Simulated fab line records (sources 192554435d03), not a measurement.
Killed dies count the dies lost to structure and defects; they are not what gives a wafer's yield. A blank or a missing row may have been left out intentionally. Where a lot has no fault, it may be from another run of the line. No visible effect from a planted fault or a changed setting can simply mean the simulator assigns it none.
Matching of chambers :: flow n5 finfet :: N5_BEOL_M4_CO_CAP_55 on cvd co-02 has 3 sister chambers
The step material Co, precursor CCTBA/H2, target thk 2 nm, time 102.1 s. 16 wafers are shown with their chamber, then 8 later ones without.

WAFERS PAIRED WITH THEIR CHAMBERS
wafer: L809.2
chamber: 0
heater power outer w (W): 126
heater power w (W): 232

wafer: L809.3
chamber: 1
heater power outer w (W): 110
heater power w (W): 226

wafer: L809.5
chamber: 1
heater power outer w (W): 109
heater power w (W): 222

wafer: L808.2
chamber: 1
heater power outer w (W): 109
heater power w (W): 227

wafer: L808.5
chamber: 0
heater power outer w (W): 127
heater power w (W): 233

wafer: L808.6
chamber: 2
heater power outer w (W): 123
heater power w (W): 253

wafer: L815.2
chamber: 0
heater power outer w (W): 127
heater power w (W): 234

wafer: L815.5
chamber: 0
heater power outer w (W): 127
heater power w (W): 229

wafer: L815.6
chamber: 1
heater power outer w (W): 109
heater power w (W): 225

wafer: L816.1
chamber: 1
heater power outer w (W): 110
heater power w (W): 228

wafer: L816.5
chamber: 1
heater power outer w (W): 112
heater power w (W): 225

wafer: L816.6
chamber: 2
heater power outer w (W): 122
heater power w (W): 251

wafer: L818.1
chamber: 2
heater power outer w (W): 123
heater power w (W): 246

wafer: L818.3
chamber: 1
heater power outer w (W): 113
heater power w (W): 226

wafer: L818.6
chamber: 2
heater power outer w (W): 121
heater power w (W): 247

wafer: L819.1
chamber: 2
heater power outer w (W): 120
heater power w (W): 255

SIGNATURES (averages over the wafers above)
reading: heater power outer w
chamber 0: 126.75
chamber 1: 110.29
chamber 2: 121.80
scatter within a chamber: 1.33

reading: heater power w
chamber 0: 232.00
chamber 1: 225.57
chamber 2: 250.40
scatter within a chamber: 2.7
Rule: distance of a wafer from a chamber = root of the sum over the readings of ((wafer's reading minus chamber's mean) / reading's scatter) squared. The wafer belongs to the nearest chamber; if the next one is less than 2 further off, it can't be placed. The scatter: the root of (the sum of the squares of (reading less its chamber's mean) over the shown wafers, divided by (wafers less chambers)).

WAFERS WITHOUT THEIR CHAMBER
wafer: L819.3
heater power outer w (W): 127
heater power w (W): 230

wafer: L819.6
heater power outer w (W): 129
heater power w (W): 226

wafer: L821.1
heater power outer w (W): 111
heater power w (W): 228

wafer: L821.4
heater power outer w (W): 124
heater power w (W): 251

wafer: L821.5
heater power outer w (W): 128
heater power w (W): 230

wafer: L828.2
heater power outer w (W): 108
heater power w (W): 233

wafer: L828.4
heater power outer w (W): 122
heater power w (W): 251

wafer: L828.6
heater power outer w (W): 130
heater power w (W): 227

CHAMBER TAKEN BY EACH
wafer: L819.3
from the rows above: 0
in truth: 0

wafer: L819.6
from the rows above: 0
in truth: 0

wafer: L821.1
from the rows above: 1
in truth: 1

wafer: L821.4
from the rows above: 2
in truth: 2

wafer: L821.5
from the rows above: 0
in truth: 0

wafer: L828.2
from the rows above: 1
in truth: 1

wafer: L828.4
from the rows above: 2
in truth: 2

wafer: L828.6
from the rows above: 0
in truth: 0
8 of 8 placed correctly. From these rows, 0 cannot be placed. Number placed wrongly: 0.
